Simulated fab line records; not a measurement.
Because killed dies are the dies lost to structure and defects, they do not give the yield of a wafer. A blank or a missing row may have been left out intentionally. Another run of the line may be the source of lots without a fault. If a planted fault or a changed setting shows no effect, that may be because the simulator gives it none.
Split-lot study :: flow n5 finfet :: 7 lots, 39 wafers read, on a route of 1938 steps

== THE SPLIT ==
At N5_BEOL_M9_ILD_DEP_00 (deposits SiCOH lowk from DEMS/porogen, target thk 308.51 nm, time 58 s), the setting time s was moved away from the recipe's 58 s on 12 of the 39 wafers read, by -59.7% to +53.4%. All remaining wafers had this setting at the recipe value.

== BETWEEN THE SPLIT AND THE READING: the file shows 1 step in between ==
- N5_BEOL_M9_CURE_71: cures SiCOH lowk, time 240 s

== THE READING ==
At N5_BEOL_M9_THK_MEAS_01: M9_ILD_THK, given in nm. On this fab line, fault-free wafers typically give 267.1 nm with a standard deviation of 3 nm.

wafer: L075.1
tool, chamber at the split: pecvd-02, 2
time s as run, s: 58
against the recipe: recipe
M9_ILD_THK, nm: 259.4
against lot-mates on the recipe: -

wafer: L075.2
tool, chamber at the split: pecvd-02, 1
time s as run, s: 58
against the recipe: recipe
M9_ILD_THK, nm: 263.0
against lot-mates on the recipe: -

wafer: L075.3
tool, chamber at the split: pecvd-02, 0
time s as run, s: 58
against the recipe: recipe
M9_ILD_THK, nm: 264.3
against lot-mates on the recipe: -

wafer: L075.4
tool, chamber at the split: pecvd-02, 1
time s as run, s: 58
against the recipe: recipe
M9_ILD_THK, nm: 270.3
against lot-mates on the recipe: -

wafer: L075.5
tool, chamber at the split: pecvd-02, 0
time s as run, s: 58
against the recipe: recipe
M9_ILD_THK, nm: 267.1
against lot-mates on the recipe: -

wafer: L075.6
tool, chamber at the split: pecvd-02, 2
time s as run, s: 58
against the recipe: recipe
M9_ILD_THK, nm: 268.5
against lot-mates on the recipe: -

wafer: L076.1
tool, chamber at the split: pecvd-01, 2
time s as run, s: 89
against the recipe: +53.4%
M9_ILD_THK, nm: 410.8
against lot-mates on the recipe: +143.4

wafer: L076.2
tool, chamber at the split: pecvd-01, 1
time s as run, s: 58
against the recipe: recipe
M9_ILD_THK, nm: 267.3
against lot-mates on the recipe: -

wafer: L076.3
tool, chamber at the split: pecvd-01, 0
time s as run, s: 58
against the recipe: recipe
M9_ILD_THK, nm: 266.8
against lot-mates on the recipe: -

wafer: L076.4
tool, chamber at the split: pecvd-01, 0
time s as run, s: 89
against the recipe: +53.4%
M9_ILD_THK, nm: 422.2
against lot-mates on the recipe: +154.8

wafer: L076.5
tool, chamber at the split: pecvd-01, 2
time s as run, s: 89
against the recipe: +53.4%
M9_ILD_THK, nm: 415.7
against lot-mates on the recipe: +148.3

wafer: L076.6
tool, chamber at the split: pecvd-01, 1
time s as run, s: 58
against the recipe: recipe
M9_ILD_THK, nm: 268.0
against lot-mates on the recipe: -

wafer: L083.1
tool, chamber at the split: pecvd-02, 2
time s as run, s: 44.67
against the recipe: -23.0%
M9_ILD_THK, nm: 207.8
against lot-mates on the recipe: -60.0

wafer: L083.2
tool, chamber at the split: pecvd-02, 1
time s as run, s: 58
against the recipe: recipe
M9_ILD_THK, nm: 267.3
against lot-mates on the recipe: -

wafer: L083.3
tool, chamber at the split: pecvd-02, 0
time s as run, s: 58
against the recipe: recipe
M9_ILD_THK, nm: 267.0
against lot-mates on the recipe: -

wafer: L083.4
tool, chamber at the split: pecvd-02, 1
time s as run, s: 44.67
against the recipe: -23.0%
M9_ILD_THK, nm: 210.1
against lot-mates on the recipe: -57.7

wafer: L083.5
tool, chamber at the split: pecvd-02, 0
time s as run, s: 58
against the recipe: recipe
M9_ILD_THK, nm: 269.0
against lot-mates on the recipe: -

wafer: L083.6
tool, chamber at the split: pecvd-02, 2
time s as run, s: 44.67
against the recipe: -23.0%
M9_ILD_THK, nm: 207.6
against lot-mates on the recipe: -60.2

wafer: L088.1
tool, chamber at the split: pecvd-03, 0
time s as run, s: 58
against the recipe: recipe
M9_ILD_THK, nm: 264.5
against lot-mates on the recipe: -

wafer: L088.2
tool, chamber at the split: pecvd-03, 2
time s as run, s: 23.37
against the recipe: -59.7%
M9_ILD_THK, nm: 106.3
against lot-mates on the recipe: -159.3

wafer: L088.3
tool, chamber at the split: pecvd-03, 1
time s as run, s: 58
against the recipe: recipe
M9_ILD_THK, nm: 264.0
against lot-mates on the recipe: -

wafer: L088.4
tool, chamber at the split: pecvd-03, 0
time s as run, s: 58
against the recipe: recipe
M9_ILD_THK, nm: 268.3
against lot-mates on the recipe: -

wafer: L088.5
tool, chamber at the split: pecvd-03, 1
time s as run, s: 23.37
against the recipe: -59.7%
M9_ILD_THK, nm: 105.6
against lot-mates on the recipe: -160.0

wafer: L088.6
tool, chamber at the split: pecvd-03, 2
time s as run, s: 23.37
against the recipe: -59.7%
M9_ILD_THK, nm: 109.3
against lot-mates on the recipe: -156.3

wafer: L090.1
tool, chamber at the split: pecvd-02, 1
time s as run, s: 58
against the recipe: recipe
M9_ILD_THK, nm: 261.3
against lot-mates on the recipe: -

wafer: L090.2
tool, chamber at the split: pecvd-02, 0
time s as run, s: 58
against the recipe: recipe
M9_ILD_THK, nm: 266.0
against lot-mates on the recipe: -

wafer: L090.3
tool, chamber at the split: pecvd-02, 1
time s as run, s: 58
against the recipe: recipe
M9_ILD_THK, nm: 267.5
against lot-mates on the recipe: -

wafer: L090.4
tool, chamber at the split: pecvd-02, 0
time s as run, s: 58
against the recipe: recipe
M9_ILD_THK, nm: 268.9
against lot-mates on the recipe: -

wafer: L090.5
tool, chamber at the split: pecvd-02, 1
time s as run, s: 58
against the recipe: recipe
M9_ILD_THK, nm: 265.0
against lot-mates on the recipe: -

wafer: L090.6
tool, chamber at the split: pecvd-02, 0
time s as run, s: 58
against the recipe: recipe
M9_ILD_THK, nm: 264.2
against lot-mates on the recipe: -

wafer: L094.1
tool, chamber at the split: pecvd-02, 0
time s as run, s: 58
against the recipe: recipe
M9_ILD_THK, nm: 262.7
against lot-mates on the recipe: -

wafer: L094.5
tool, chamber at the split: pecvd-02, 1
time s as run, s: 58
against the recipe: recipe
M9_ILD_THK, nm: 269.2
against lot-mates on the recipe: -

wafer: L094.6
tool, chamber at the split: pecvd-02, 2
time s as run, s: 58
against the recipe: recipe
M9_ILD_THK, nm: 268.5
against lot-mates on the recipe: -

wafer: L097.1
tool, chamber at the split: pecvd-03, 0
time s as run, s: 58
against the recipe: recipe
M9_ILD_THK, nm: 263.1
against lot-mates on the recipe: -

wafer: L097.2
tool, chamber at the split: pecvd-03, 2
time s as run, s: 74.67
against the recipe: +28.7%
M9_ILD_THK, nm: 341.8
against lot-mates on the recipe: +75.6

wafer: L097.3
tool, chamber at the split: pecvd-03, 1
time s as run, s: 74.67
against the recipe: +28.7%
M9_ILD_THK, nm: 337.8
against lot-mates on the recipe: +71.6

wafer: L097.4
tool, chamber at the split: pecvd-03, 2
time s as run, s: 58
against the recipe: recipe
M9_ILD_THK, nm: 269.3
against lot-mates on the recipe: -

wafer: L097.5
tool, chamber at the split: pecvd-03, 0
time s as run, s: 74.67
against the recipe: +28.7%
M9_ILD_THK, nm: 344.1
against lot-mates on the recipe: +77.9

wafer: L097.6
tool, chamber at the split: pecvd-03, 1
time s as run, s: 58
against the recipe: recipe
M9_ILD_THK, nm: 266.1
against lot-mates on the recipe: -

THE FIT
A straight line over all 39 wafers: M9_ILD_THK changes by +2.7 nm for each +1% of time s; r = +1.00; the points scatter about the line by 3.5 nm.
The same after taking each lot's own level away (the mean of its wafers on the recipe; 39 wafers): +2.69 nm for each +1%; r = +1.00; scatter 3.2 nm.
Per that fit: largest time s move, reading shift of 1.6e+02 nm.
Across the lots, their own levels run from 265.43 to 267.77 nm, a range of 0.8 times the standard deviation given above.
Consequently the slope shifts little with the lot-to-lot level, the two slopes agreeing.
Check: with one of the wafers moved furthest among these (-59.7%) left out of the fit, the line predicts -160 nm for it against its lot-mates. Against them it came out at -159 nm.

== THE OTHER SPLITS THESE WAFERS WENT THROUGH ==
Before the reading, these wafers also passed through other splits. Each is held against what the fit with the lots' levels taken away leaves over:
other split on the same wafers: N5_BEOL_M8_DEVELOP_10 develop time s
wafers away from the commonest value: 12
r with M9_ILD_THK (lot level and that fit taken away): +0.07

== THE WHOLE CHAIN: every reading that the file lists as answering this split, in the file's order ==
step: N5_BEOL_M9_ILD_DEP_00
what it does: deposits SiCOH lowk from DEMS/porogen, target thk 308.51 nm, time 58 s
reading: SiCOH_lowk_of_BEOL_M9_ILD_DEP_00.thk nm (the simulator's own value, which no gauge read)
change (the file's fit): +3.05 nm for each +1% of the setting
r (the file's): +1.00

step: N5_BEOL_M9_CURE_71
what it does: cures SiCOH lowk, time 240 s
reading: SiCOH_lowk_of_BEOL_M9_ILD_DEP_00.thk nm (the simulator's own value, which no gauge read)
change (the file's fit): +2.69 nm for each +1% of the setting
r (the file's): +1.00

step: N5_BEOL_M9_THK_MEAS_01
what it does: 
reading: M9_ILD_THK
change (the file's fit): +2.69 for each +1% of the setting
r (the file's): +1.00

== FILE'S OWN FIT ==
M9_ILD_THK changes by +2.69 nm for each +1% of time s, r = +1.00.
